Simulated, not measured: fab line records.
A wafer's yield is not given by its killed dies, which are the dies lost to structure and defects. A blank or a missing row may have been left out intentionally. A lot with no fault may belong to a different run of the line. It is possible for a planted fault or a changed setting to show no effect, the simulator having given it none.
Which tool was responsible? + flow nandHarc + 36 wafers from 12 lots sampled at 4 of the route's 1302 steps

== WHAT EACH GAUGE READ, for each wafer ==
NHARC_P_BONDPAD_CD_MEAS_09 targets a cd of 500 nm.
| lot  | measured     | on       | cdNm (nm)         |
|------|--------------|----------|-------------------|
| L075 | day 6 22:53  | cdSem-01 | 497.2 498.7 501.0 |
| L077 | day 7 16:05  | cdSem-01 | 499.2 500.3 500.9 |
| L079 | day 8 18:11  | cdSem-01 | 500.7 500.7 502.2 |
| L080 | day 9 14:05  | cdSem-03 | 499.3 498.0 498.3 |
| L083 | day 10 10:40 | cdSem-03 | 495.0 497.3 497.5 |
| L085 | day 11 02:46 | cdSem-02 | 498.4 499.5 499.6 |
| L088 | day 12 14:20 | cdSem-01 | 498.8 500.2 497.3 |
| L089 | day 12 22:12 | cdSem-03 | 500.1 500.2 498.4 |
| L091 | day 14 00:07 | cdSem-01 | 499.5 500.8 496.0 |
| L093 | day 14 12:14 | cdSem-01 | 497.5 499.3 498.6 |
| L095 | day 15 05:21 | cdSem-03 | 496.9 496.7 498.8 |
| L097 | day 16 07:16 | cdSem-01 | 499.0 498.0 498.6 |

== TOOL THAT RAN EACH LOT (tool first, then ch and the chambers of the sampled wafers, then the start) ==
| lot  | NHARC_P_M1_PRE_CLEAN_30                | NHARC_P_M2_ETCH_28                           | NHARC_P_M2_CMP_23             |
|------|----------------------------------------|----------------------------------------------|-------------------------------|
| L075 | pvdSputter-01, day 6 20:20 or earlier  | rieDiel-02 ch 0,1,2, day 6 20:20 or earlier  | cmp-01 ch 0,2,3, day 6 20:20  |
| L077 | pvdSputter-03, day 7 13:58 or earlier  | rieDiel-10 ch 1,2,3, day 7 13:58 or earlier  | cmp-04 ch 0,1,3, day 7 13:58  |
| L079 | pvdSputter-02, day 8 16:05 or earlier  | rieDiel-11 ch 0,3, day 8 16:05 or earlier    | cmp-01 ch 0,2, day 8 16:05    |
| L080 | pvdSputter-01, day 9 11:49 or earlier  | rieDiel-10 ch 2,3, day 9 11:49 or earlier    | cmp-01 ch 0,3, day 9 11:49    |
| L083 | pvdSputter-02, day 10 08:26 or earlier | rieDiel-11 ch 1,2,3, day 10 08:26 or earlier | cmp-01 ch 0,2,3, day 10 08:26 |
| L085 | pvdSputter-03, day 11 00:38 or earlier | rieDiel-02 ch 0,2,3, day 11 00:38 or earlier | cmp-04 ch 0,2,3, day 11 00:38 |
| L088 | pvdSputter-01, day 12 11:56 or earlier | rieDiel-11 ch 0,3, day 12 11:56 or earlier   | cmp-03 ch 0,3, day 12 11:56   |
| L089 | pvdSputter-03, day 12 19:58 or earlier | rieDiel-11 ch 2,3, day 12 19:58 or earlier   | cmp-04 ch 0,3, day 12 19:58   |
| L091 | pvdSputter-02, day 13 21:52 or earlier | rieDiel-10 ch 1,3, day 13 21:52 or earlier   | cmp-03 ch 0,2,3, day 13 21:52 |
| L093 | pvdSputter-02, day 14 10:10 or earlier | rieDiel-02 ch 0,2, day 14 10:10 or earlier   | cmp-03 ch 0,2,3, day 14 10:10 |
| L095 | pvdSputter-01, day 15 03:05 or earlier | rieDiel-10 ch 0,1,3, day 15 03:05 or earlier | cmp-01 ch 2,3, day 15 03:05   |
| L097 | pvdSputter-01, day 16 05:03 or earlier | rieDiel-10 ch 1,2,3, day 16 05:03 or earlier | cmp-04 ch 1,3, day 16 05:03   |
- NHARC_P_M1_PRE_CLEAN_30: time 30 s.
- NHARC_P_M2_ETCH_28: etches the open film in CF4/N2, target depth 30 nm, time 72.99 s.
- NHARC_P_M2_CMP_23: polishes, t overpolish 20 s, target thk 144.3 nm.

== THE ANSWER, worked out from the rows above alone ==
Rule: what is usual is taken from the lots themselves. Put in order of their means at a reading, lots are off if they are a third of the lots or fewer, leave a main group of 4 or more, and stand apart from it by a gap of 3 or more times the standard deviation of the main group's means; of several such gaps the widest counts. A main group whose means are all the same, to the digits that the tables above print for the reading, isn't used. A lot without any number at a reading at which 4 lots or more have one is off too. Any other lot the step has rows for is counted as sound.
Nothing can be told from this: no lot is off at any reading shown.

== WHAT THE SIMULATOR HAD INSERTED ==
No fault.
